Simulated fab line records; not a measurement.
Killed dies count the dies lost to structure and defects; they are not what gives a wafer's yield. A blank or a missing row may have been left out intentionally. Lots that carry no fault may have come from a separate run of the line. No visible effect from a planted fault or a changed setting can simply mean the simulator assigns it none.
A sampling plan put to the test	flow n5_finfet	one fab line, 76 faults that these records tell of, each judged on the records of the lots that it struck; 2 more are left out, because the records don't allow judging them
The plan is the line's own looks: the steps of the route at which a gauge or an inspection reads the wafer and doesn't change it. A look is open to judgement when struck wafers have a number at it and the file gives its usual mean and standard deviation on fault-free wafers. Caught: 4 or more of those standard deviations (sigma) separate the usual mean from the mean of the struck wafers at a look after the fault's first step. On the tool: here the same test is run on the tool's own readings at the fault's steps. Caught also covers a different recipe on the struck wafers, or a record left blank for those wafers only.

== THE FAULTS, as the simulator had put them in ==
1. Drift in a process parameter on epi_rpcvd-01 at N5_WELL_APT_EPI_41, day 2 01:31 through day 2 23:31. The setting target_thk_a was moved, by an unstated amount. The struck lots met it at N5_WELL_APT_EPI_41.
2. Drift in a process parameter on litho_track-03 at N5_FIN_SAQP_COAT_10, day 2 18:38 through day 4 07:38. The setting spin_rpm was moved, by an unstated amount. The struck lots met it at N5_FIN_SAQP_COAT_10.
3. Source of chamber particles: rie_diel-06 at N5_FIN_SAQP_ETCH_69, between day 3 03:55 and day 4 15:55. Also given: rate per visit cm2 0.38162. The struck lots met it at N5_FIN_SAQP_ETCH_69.
4. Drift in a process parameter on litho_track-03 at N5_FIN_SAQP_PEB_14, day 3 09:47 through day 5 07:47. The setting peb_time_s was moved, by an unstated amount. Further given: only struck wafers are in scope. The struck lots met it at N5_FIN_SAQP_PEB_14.
5. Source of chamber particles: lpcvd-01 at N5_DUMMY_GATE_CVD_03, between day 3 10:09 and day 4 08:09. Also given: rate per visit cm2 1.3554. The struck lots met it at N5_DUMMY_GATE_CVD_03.
6. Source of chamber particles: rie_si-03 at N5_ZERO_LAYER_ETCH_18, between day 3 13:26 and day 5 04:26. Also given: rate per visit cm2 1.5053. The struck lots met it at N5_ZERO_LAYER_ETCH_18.
7. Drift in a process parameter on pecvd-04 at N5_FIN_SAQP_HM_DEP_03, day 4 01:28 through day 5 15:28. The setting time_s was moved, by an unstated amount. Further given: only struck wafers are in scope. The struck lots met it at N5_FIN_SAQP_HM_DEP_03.
8. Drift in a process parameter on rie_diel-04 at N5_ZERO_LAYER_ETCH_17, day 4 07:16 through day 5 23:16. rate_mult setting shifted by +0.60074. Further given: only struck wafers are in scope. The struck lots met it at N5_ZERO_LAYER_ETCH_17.
9. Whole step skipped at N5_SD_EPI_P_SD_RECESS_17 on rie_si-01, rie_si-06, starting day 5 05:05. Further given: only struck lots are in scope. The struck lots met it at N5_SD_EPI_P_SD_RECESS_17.
10. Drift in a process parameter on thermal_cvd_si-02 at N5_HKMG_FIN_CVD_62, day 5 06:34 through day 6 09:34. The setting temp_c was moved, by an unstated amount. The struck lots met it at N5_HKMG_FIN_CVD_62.
11. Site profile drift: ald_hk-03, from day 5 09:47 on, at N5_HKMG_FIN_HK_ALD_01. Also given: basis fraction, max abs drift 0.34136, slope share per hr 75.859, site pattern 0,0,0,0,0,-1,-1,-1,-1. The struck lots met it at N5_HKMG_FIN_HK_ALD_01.
12. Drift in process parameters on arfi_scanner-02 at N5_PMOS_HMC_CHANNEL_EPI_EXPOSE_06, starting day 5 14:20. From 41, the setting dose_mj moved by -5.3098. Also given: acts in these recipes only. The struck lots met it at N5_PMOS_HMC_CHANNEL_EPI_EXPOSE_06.
13. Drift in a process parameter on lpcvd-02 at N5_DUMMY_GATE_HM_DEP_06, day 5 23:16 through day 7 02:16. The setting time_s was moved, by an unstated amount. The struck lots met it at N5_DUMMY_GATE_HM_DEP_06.
14. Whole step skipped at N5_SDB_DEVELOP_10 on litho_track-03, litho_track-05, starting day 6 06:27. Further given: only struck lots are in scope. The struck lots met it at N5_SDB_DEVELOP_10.
15. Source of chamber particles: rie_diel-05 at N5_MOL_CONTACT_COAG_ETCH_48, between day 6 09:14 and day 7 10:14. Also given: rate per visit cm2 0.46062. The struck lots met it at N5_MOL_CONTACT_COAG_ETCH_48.
16. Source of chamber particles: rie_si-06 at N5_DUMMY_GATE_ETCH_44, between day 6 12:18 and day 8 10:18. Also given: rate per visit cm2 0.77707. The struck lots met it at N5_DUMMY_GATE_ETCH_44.
17. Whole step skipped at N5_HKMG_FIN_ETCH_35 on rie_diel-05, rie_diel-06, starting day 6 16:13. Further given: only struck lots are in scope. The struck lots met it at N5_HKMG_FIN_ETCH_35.
18. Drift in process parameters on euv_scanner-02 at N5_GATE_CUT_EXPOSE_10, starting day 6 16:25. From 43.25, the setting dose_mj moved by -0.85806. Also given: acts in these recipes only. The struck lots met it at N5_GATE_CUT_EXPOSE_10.
19. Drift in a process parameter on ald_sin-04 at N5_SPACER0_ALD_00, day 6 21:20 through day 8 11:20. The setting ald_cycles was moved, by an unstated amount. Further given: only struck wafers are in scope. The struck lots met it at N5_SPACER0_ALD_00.
20. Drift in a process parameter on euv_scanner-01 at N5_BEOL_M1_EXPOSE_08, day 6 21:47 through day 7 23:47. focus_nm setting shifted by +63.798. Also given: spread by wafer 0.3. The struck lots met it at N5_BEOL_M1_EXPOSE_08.
21. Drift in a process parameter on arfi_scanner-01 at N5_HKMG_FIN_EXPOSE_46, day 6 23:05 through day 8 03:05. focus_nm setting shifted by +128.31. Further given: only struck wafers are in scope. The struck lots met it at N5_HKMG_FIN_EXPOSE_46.
22. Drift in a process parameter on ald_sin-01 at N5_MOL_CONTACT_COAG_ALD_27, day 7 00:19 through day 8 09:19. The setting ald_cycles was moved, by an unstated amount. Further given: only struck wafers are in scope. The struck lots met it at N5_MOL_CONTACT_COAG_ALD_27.
23. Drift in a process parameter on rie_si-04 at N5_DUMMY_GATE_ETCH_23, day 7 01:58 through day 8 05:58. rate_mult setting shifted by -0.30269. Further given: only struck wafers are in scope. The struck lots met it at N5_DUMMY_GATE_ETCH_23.
24. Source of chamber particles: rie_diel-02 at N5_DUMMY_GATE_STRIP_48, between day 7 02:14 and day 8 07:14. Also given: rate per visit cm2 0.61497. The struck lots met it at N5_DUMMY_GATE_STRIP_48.
25. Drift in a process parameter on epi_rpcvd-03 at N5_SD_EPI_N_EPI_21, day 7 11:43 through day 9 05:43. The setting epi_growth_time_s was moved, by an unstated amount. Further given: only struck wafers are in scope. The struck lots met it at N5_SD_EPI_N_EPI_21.
26. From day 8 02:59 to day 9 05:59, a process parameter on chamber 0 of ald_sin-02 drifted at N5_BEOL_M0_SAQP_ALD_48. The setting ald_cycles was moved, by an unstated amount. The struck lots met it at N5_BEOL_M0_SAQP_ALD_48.
27. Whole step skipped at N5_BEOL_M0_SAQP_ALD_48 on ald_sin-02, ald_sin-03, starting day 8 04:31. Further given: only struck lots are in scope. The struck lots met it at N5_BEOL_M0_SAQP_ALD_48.
28. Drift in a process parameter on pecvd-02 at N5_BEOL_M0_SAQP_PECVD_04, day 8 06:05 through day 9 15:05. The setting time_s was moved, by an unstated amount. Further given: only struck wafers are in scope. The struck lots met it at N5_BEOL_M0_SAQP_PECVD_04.
29. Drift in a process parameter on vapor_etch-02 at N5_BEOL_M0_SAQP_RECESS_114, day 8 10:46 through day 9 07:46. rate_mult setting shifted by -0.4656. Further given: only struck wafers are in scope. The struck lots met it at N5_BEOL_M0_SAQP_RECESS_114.
30. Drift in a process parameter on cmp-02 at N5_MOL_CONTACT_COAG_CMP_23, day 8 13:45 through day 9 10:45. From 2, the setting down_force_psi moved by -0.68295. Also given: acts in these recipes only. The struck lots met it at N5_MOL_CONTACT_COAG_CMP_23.
31. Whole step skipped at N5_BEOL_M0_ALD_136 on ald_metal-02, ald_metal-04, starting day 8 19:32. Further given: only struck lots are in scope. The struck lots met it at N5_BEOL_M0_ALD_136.
32. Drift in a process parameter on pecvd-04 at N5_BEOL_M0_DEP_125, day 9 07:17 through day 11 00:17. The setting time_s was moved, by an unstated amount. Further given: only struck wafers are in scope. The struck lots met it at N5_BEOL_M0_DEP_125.
33. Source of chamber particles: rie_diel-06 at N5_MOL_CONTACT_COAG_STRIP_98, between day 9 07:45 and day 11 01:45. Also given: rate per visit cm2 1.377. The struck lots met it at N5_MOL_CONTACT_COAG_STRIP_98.
34. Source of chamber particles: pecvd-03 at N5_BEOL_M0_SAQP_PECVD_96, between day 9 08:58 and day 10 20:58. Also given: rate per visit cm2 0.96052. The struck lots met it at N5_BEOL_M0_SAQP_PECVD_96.
35. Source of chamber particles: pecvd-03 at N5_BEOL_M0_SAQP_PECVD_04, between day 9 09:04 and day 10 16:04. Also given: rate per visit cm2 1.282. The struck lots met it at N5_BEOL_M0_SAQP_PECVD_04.
36. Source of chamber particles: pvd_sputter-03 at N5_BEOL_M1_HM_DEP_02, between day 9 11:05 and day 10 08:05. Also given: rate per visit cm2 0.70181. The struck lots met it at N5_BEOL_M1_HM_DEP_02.
37. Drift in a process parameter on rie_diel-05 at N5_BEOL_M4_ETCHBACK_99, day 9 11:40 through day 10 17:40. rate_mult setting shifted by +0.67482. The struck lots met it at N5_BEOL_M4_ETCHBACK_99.
38. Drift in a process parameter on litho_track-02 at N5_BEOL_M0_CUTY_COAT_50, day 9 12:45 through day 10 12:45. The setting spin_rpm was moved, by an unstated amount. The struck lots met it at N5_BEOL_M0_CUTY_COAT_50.
39. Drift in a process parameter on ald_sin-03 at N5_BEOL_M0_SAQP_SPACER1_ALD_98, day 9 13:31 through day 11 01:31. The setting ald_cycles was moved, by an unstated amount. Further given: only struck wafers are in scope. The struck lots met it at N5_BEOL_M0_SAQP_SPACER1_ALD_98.
40. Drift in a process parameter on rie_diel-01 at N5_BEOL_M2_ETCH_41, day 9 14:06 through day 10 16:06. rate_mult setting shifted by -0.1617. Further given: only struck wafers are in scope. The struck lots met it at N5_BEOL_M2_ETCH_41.
41. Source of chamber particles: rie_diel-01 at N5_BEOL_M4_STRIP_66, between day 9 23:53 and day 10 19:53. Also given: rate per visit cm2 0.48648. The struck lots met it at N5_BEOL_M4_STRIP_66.
42. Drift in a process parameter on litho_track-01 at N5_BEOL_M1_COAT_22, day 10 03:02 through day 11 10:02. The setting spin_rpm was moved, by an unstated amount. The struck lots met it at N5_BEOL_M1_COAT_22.
43. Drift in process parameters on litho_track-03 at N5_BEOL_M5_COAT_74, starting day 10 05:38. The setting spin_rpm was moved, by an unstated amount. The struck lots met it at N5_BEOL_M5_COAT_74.
44. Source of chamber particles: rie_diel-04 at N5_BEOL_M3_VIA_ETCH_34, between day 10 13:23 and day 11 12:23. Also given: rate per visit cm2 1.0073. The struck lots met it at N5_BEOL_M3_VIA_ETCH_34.
45. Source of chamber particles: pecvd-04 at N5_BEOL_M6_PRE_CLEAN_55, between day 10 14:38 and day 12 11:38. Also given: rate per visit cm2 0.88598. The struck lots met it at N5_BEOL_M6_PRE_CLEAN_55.
46. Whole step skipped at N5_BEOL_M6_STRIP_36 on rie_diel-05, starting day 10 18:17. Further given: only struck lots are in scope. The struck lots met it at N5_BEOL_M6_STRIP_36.
47. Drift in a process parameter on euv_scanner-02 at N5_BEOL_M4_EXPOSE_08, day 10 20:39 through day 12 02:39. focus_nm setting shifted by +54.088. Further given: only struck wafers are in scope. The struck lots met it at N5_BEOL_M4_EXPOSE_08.
48. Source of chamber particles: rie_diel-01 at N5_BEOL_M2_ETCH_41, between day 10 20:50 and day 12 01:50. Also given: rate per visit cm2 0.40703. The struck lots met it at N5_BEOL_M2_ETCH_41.
49. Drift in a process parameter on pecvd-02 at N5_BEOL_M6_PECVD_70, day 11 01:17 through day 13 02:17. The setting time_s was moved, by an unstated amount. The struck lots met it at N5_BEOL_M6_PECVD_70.
50. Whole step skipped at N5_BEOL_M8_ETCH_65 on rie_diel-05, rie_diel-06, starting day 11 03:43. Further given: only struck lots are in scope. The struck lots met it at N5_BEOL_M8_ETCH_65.
51. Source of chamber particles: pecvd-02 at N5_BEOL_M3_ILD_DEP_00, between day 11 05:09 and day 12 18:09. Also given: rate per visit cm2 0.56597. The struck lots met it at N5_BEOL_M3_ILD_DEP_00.
52. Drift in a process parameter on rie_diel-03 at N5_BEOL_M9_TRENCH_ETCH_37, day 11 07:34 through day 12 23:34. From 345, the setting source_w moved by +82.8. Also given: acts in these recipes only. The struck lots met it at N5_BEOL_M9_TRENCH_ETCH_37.
53. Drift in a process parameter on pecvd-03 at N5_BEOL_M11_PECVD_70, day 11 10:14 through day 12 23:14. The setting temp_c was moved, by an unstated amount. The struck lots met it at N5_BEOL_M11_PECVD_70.
54. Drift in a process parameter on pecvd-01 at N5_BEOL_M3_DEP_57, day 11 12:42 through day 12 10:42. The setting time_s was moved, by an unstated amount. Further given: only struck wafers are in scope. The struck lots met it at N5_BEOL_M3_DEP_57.
55. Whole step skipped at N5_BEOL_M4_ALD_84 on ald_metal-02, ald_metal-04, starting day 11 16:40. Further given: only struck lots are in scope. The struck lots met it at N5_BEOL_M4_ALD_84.
56. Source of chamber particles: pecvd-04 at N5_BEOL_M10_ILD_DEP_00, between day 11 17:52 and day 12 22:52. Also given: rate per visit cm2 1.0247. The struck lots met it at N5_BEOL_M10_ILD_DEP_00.
57. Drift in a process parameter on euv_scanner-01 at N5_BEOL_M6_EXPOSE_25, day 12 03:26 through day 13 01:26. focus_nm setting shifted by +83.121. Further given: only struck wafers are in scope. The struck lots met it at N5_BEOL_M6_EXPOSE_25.
58. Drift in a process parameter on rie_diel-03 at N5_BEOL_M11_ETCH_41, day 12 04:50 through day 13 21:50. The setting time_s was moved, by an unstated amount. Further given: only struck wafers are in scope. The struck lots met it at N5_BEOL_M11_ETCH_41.
59. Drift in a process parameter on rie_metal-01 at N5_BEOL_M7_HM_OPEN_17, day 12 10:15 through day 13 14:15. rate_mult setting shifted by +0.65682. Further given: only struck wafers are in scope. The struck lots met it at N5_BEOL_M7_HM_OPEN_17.
60. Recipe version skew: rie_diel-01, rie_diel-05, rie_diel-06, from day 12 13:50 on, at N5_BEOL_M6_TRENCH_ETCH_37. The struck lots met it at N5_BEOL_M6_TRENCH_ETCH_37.
61. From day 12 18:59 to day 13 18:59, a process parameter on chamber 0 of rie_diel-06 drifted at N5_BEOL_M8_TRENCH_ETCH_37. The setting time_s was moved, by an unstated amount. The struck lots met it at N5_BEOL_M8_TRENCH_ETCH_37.
62. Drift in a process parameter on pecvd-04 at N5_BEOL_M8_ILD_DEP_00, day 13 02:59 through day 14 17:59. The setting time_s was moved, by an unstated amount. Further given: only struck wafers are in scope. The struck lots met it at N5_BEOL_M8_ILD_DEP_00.
63. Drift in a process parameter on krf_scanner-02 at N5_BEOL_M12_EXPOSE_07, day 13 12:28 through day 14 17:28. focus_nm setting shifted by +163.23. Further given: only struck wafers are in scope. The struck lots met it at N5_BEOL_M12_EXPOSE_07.
64. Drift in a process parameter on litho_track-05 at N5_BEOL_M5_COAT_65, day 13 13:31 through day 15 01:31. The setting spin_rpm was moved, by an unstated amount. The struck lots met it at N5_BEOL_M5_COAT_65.
65. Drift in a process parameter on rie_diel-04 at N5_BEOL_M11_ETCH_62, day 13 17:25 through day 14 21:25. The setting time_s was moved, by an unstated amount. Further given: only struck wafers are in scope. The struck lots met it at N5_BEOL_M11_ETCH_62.
66. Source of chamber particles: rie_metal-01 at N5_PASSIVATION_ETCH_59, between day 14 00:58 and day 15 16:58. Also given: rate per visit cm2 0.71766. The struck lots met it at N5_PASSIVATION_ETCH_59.
67. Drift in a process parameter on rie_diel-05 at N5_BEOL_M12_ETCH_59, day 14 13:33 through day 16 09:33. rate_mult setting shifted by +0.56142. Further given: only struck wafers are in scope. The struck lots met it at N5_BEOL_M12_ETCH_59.
68. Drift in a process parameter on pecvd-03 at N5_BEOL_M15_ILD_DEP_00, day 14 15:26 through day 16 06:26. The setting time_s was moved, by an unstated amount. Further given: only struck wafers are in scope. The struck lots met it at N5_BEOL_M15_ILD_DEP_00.
69. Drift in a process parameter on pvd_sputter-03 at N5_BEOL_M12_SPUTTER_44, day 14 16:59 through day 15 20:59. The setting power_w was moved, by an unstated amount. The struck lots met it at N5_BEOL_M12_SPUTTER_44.
70. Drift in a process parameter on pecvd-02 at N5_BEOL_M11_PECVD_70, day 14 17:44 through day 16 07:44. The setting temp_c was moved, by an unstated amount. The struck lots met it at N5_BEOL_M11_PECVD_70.
71. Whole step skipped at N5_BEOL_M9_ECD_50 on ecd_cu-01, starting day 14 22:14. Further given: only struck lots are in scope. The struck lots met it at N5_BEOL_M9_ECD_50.
72. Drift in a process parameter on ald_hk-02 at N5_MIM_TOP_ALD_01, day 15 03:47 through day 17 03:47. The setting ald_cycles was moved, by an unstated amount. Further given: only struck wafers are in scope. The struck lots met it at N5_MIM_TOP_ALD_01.
73. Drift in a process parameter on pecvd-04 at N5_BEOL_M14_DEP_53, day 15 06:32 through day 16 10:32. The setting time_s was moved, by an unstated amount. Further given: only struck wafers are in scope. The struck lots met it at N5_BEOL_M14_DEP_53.
74. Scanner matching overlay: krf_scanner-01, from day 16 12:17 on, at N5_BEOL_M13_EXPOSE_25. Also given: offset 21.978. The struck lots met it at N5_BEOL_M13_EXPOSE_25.
75. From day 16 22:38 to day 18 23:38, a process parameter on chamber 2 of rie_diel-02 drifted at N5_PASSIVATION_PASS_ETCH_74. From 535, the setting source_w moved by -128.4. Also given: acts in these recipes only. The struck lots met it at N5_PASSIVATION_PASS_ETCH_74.
76. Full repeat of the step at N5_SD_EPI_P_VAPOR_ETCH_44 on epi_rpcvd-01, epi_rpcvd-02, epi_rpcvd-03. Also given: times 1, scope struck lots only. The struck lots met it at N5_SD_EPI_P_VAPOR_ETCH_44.

== WHAT THE PLAN SAW ==
fault	on the tool itself	first look that catches it	reading, sigma	median hours from its first step to that look	hours from the fault's start to the first struck lot there	judged looks passed uncaught
1	under 2 sigma	N5_BEOL_M4_RC_MEAS_101	CJ_N -10	157.7	166	1
2	spin_speed_rpm +80 sigma	none of the 4 looks that can be judged after it	-	-	-	4
3	under 2 sigma	N5_FIN_CUT_INSPECT_10	raw_defect_count +20	2.0	5	1
4	no reading that can be judged	none of the 3 looks that can be judged after it	strongest: cd_nm at N5_FIN_SAQP_CD_MEAS_16, -3.5	-	-	3
5	under 2 sigma	not the one look that can be judged after it	-	-	-	1
6	under 2 sigma	N5_ZERO_LAYER_INSPECT_20	raw_defect_count +57	0.5	7	0
7	under 2 sigma	N5_FIN_SAQP_THK_MEAS_05	thk_nm -6.1	0.1	2	0
8	oes_product_au +10 sigma	none of the 2 looks that can be judged after it	-	-	-	2
9	the tool's record is blank for the struck wafers	N5_BEOL_M4_RC_MEAS_101	ION_P -36	113.8	110	0
10	susceptor_temp_C +53 sigma	N5_BEOL_M4_RC_MEAS_101	VT_N_LONG +59	89.6	105	1
11	under 2 sigma	N5_HKMG_FIN_THK_MEAS_70	HK_THK -12	3.6	9	0
12	exposure_dose_mJ_cm2 -99 or beyond sigma	N5_PMOS_HMC_CHANNEL_EPI_CD_MEAS_09	cd_nm -11	0.1	9	0
13	no reading that can be judged	not the one look that can be judged after it	-	-	-	1
14	no reading that can be judged	no look after it can be judged	-	-	-	0
15	under 2 sigma	no look after it can be judged	-	-	-	0
16	under 2 sigma	N5_DUMMY_GATE_INSPECT_27	raw_defect_count +6.4	0.5	5	0
17	the tool's record is blank for the struck wafers	N5_BEOL_M4_RC_MEAS_101	VT_N_LONG +92	102.0	109	0
18	exposure_dose_mJ_cm2 -10 sigma	none of the 4 looks that can be judged after it	strongest: cd_nm at N5_GATE_CUT_CD_MEAS_13, -2.1	-	-	4
19	under 2 sigma	N5_BEOL_M4_RC_MEAS_101	REXT_P +4.7	126.2	128	0
20	no reading that can be judged	none of the 3 looks that can be judged after it	-	-	-	3
21	no reading that can be judged	N5_HKMG_FIN_CD_MEAS_49	cd_nm +64	0.1	4	0
22	run_length_s -99 or beyond sigma	not the one look that can be judged after it	-	-	-	1
23	oes_product_au -19 sigma	not the one look that can be judged after it	-	-	-	1
24	under 2 sigma	N5_DUMMY_GATE_INSPECT_27	raw_defect_count +5.4	0.2	3	0
25	no reading that can be judged	N5_SD_ACTIVATION_RS_MEAS_03	RS_SD_N +4.6	6.5	29	1
26	under 2 sigma	not the one look that can be judged after it	-	-	-	1
27	the tool's record is blank for the struck wafers	no look after it can be judged	-	-	-	0
28	under 2 sigma	N5_BEOL_M0_SAQP_THK_MEAS_05	thk_nm -22	0.1	15	0
29	under 2 sigma	none of the 3 looks that can be judged after it	-	-	-	3
30	head_pressure_psi -99 or beyond sigma	N5_MOL_CONTACT_COAG_THK_MEAS_29	MD_CAP_THK +8.6	3.3	11	0
31	the tool's record is blank for the struck wafers	no look after it can be judged	-	-	-	0
32	under 2 sigma	not the one look that can be judged after it	-	-	-	1
33	under 2 sigma	not the one look that can be judged after it	-	-	-	1
34	under 2 sigma	N5_BEOL_M0_SAQP_INSPECT_16	raw_defect_count +4.8	0.8	10	0
35	under 2 sigma	N5_BEOL_M0_SAQP_INSPECT_16	raw_defect_count +6.7	0.7	10	0
36	under 2 sigma	N5_BEOL_M1_INSPECT_13	raw_defect_count +4.3	0.5	15	0
37	only faintly: oes_product_au +3.2 sigma	not the one look that can be judged after it	-	-	-	1
38	spin_speed_rpm -99 or beyond sigma	not the one look that can be judged after it	-	-	-	1
39	under 2 sigma	N5_BEOL_M0_SAQP_CD_MEAS_25	cd_nm +51	0.7	3	0
40	under 2 sigma	not the one look that can be judged after it	-	-	-	1
41	under 2 sigma	no look after it can be judged	-	-	-	0
42	spin_speed_rpm +99 or beyond sigma	not the one look that can be judged after it	-	-	-	1
43	spin_speed_rpm -49 sigma	none of the 3 looks that can be judged after it	-	-	-	3
44	under 2 sigma	no look after it can be judged	-	-	-	0
45	no reading that can be judged	N5_BEOL_M6_INSPECT_58	raw_defect_count +22	0.1	0	0
46	the tool's record is blank for the struck wafers	no look after it can be judged	-	-	-	0
47	under 2 sigma	not the one look that can be judged after it	-	-	-	1
48	under 2 sigma	no look after it can be judged	-	-	-	0
49	under 2 sigma	no look after it can be judged	-	-	-	0
50	the tool's record is blank for the struck wafers	no look after it can be judged	-	-	-	0
51	under 2 sigma	N5_BEOL_M3_INSPECT_13	raw_defect_count +4.9	1.3	4	0
52	rf_fwd_power_W +60 sigma	N5_BEOL_M9_OCD_MEAS_38	trench_depth_nm +5.4	0.2	6	0
53	susceptor_temp_C -81 sigma	no look after it can be judged	-	-	-	0
54	under 2 sigma	none of the 2 looks that can be judged after it	-	-	-	2
55	the tool's record is blank for the struck wafers	no look after it can be judged	-	-	-	0
56	under 2 sigma	N5_BEOL_M10_INSPECT_13	raw_defect_count +7.5	2.6	3	0
57	under 2 sigma	N5_BEOL_M6_CD_MEAS_28	cd_nm +5.9	0.1	0	0
58	run_length_s +18 sigma	no look after it can be judged	-	-	-	0
59	under 2 sigma	no look after it can be judged	-	-	-	0
60	run_length_s -13 sigma	N5_BEOL_M6_OCD_MEAS_38	trench_depth_nm -21	0.1	7	0
61	run_length_s +42 sigma	N5_BEOL_M8_OCD_MEAS_38	trench_depth_nm +43	0.2	1	0
62	under 2 sigma	N5_BEOL_M8_THK_MEAS_01	M8_ILD_THK -25	0.6	9	0
63	no reading that can be judged	N5_BEOL_M12_CD_MEAS_10	cd_nm -5.5	0.2	14	0
64	spin_speed_rpm -99 or beyond sigma	no look after it can be judged	-	-	-	0
65	under 2 sigma	no look after it can be judged	-	-	-	0
66	under 2 sigma	no look after it can be judged	-	-	-	0
67	under 2 sigma	not the one look that can be judged after it	strongest: cd_nm at N5_BEOL_M12_CD_MEAS_17, +3.2	-	-	1
68	run_length_s +27 sigma	N5_BEOL_M15_THK_MEAS_01	M15_ILD_THK +4.1	0.4	37	0
69	cathode_dc_power_W -99 or beyond sigma	no look after it can be judged	-	-	-	0
70	susceptor_temp_C +69 sigma	not the one look that can be judged after it	-	-	-	1
71	no reading that can be judged	no look after it can be judged	-	-	-	0
72	under 2 sigma	no look after it can be judged	-	-	-	0
73	under 2 sigma	not the one look that can be judged after it	-	-	-	1
74	no reading that can be judged	N5_BEOL_M13_OVL_MEAS_29	M13_OVL +4.2	0.2	3	1
75	rf_fwd_power_W -74 sigma	no look after it can be judged	-	-	-	0
76	no reading that can be judged	not the one look that can be judged after it	-	-	-	1
A dash: the fault isn't caught, or these records don't give the number.

Caught at a look: 31 of 76. Caught on the tool: 28 of 76. By one or the other: 50 of 76.
Caught on the tool alone: faults 2, 8, 18, 22, 23, 27, 31, 38, 42, 43, 46, 50, 53, 55, 58, 64, 69, 70, 75.
Caught at a look alone: faults 1, 3, 6, 7, 11, 16, 19, 21, 24, 25, 28, 34, 35, 36, 39, 45, 51, 56, 57, 62, 63, 74.
Caught by neither: faults 4, 5, 13, 14, 15, 20, 26, 29, 32, 33, 37, 40, 41, 44, 47, 48, 49, 54, 59, 65, 66, 67, 71, 72, 73, 76.

== THINNER SAMPLING ==
Were the look that catches a fault to measure just every second or every third lot (counted by lot number), the first struck lot would, at worst, be measured this late:
fault	struck lots at that look, in order of time	every lot	every second lot	every third lot
1	L716, L717, L719	166 h	167 h	may miss all 3
3	L972, L976	5 h	may miss all 2	may miss all 2
6	L664, L666	7 h	may miss all 2	may miss all 2
7	L808, L810, L813	2 h	31 h	may miss all 3
9	L313, L314, L315	110 h	124 h	139 h
10	L240, L242	105 h	may miss all 2	may miss all 2
11	L166, L168	9 h	may miss all 2	may miss all 2
12	L753, L754	9 h	15 h	may miss all 2
16	L748, L753	5 h	36 h	may miss all 2
17	L910	109 h	may miss it	may miss it
19	L907, L910	128 h	148 h	may miss all 2
21	L678	4 h	may miss it	may miss it
24	L813, L816	3 h	22 h	may miss all 2
25	L753, L754	29 h	35 h	may miss all 2
28	L124, L126, L127	15 h	33 h	may miss all 3
30	L793, L794	11 h	15 h	may miss all 2
34	L838, L840	10 h	may miss all 2	may miss all 2
35	L512, L514	10 h	may miss all 2	may miss all 2
36	L470, L471	15 h	16 h	may miss all 2
39	L505	3 h	may miss it	may miss it
45	L433, L434, L437	0 h	12 h	may miss all 3
51	L726, L728	4 h	may miss all 2	may miss all 2
52	L440, L441	6 h	16 h	may miss all 2
56	L630, L632	3 h	may miss all 2	may miss all 2
57	L751, L754, L753	0 h	0 h	may miss all 3
60	L898, L899	7 h	7 h	may miss all 2
61	L505	1 h	may miss it	may miss it
62	L871, L873	9 h	may miss all 2	may miss all 2
63	L403, L404	14 h	18 h	may miss all 2
68	L388, L391	37 h	38 h	may miss all 2
74	L962, L963	3 h	8 h	may miss all 2
Hours count from the start of the fault until the first struck lot that is measured. Since the struck wafers were tested as one group against 4 sigma, a single lot by itself may lie under the limit. Other struck lots may not be in these records.

== THE LONGEST TIMED WAY FROM STEP TO LOOK ==
Fault 1: the median time between N5_WELL_APT_EPI_41 and N5_BEOL_M4_RC_MEAS_101 is 157.7 hours. The look between them that can be judged stayed within 4 sigma: N5_BEOL_M4_INSPECT_59.
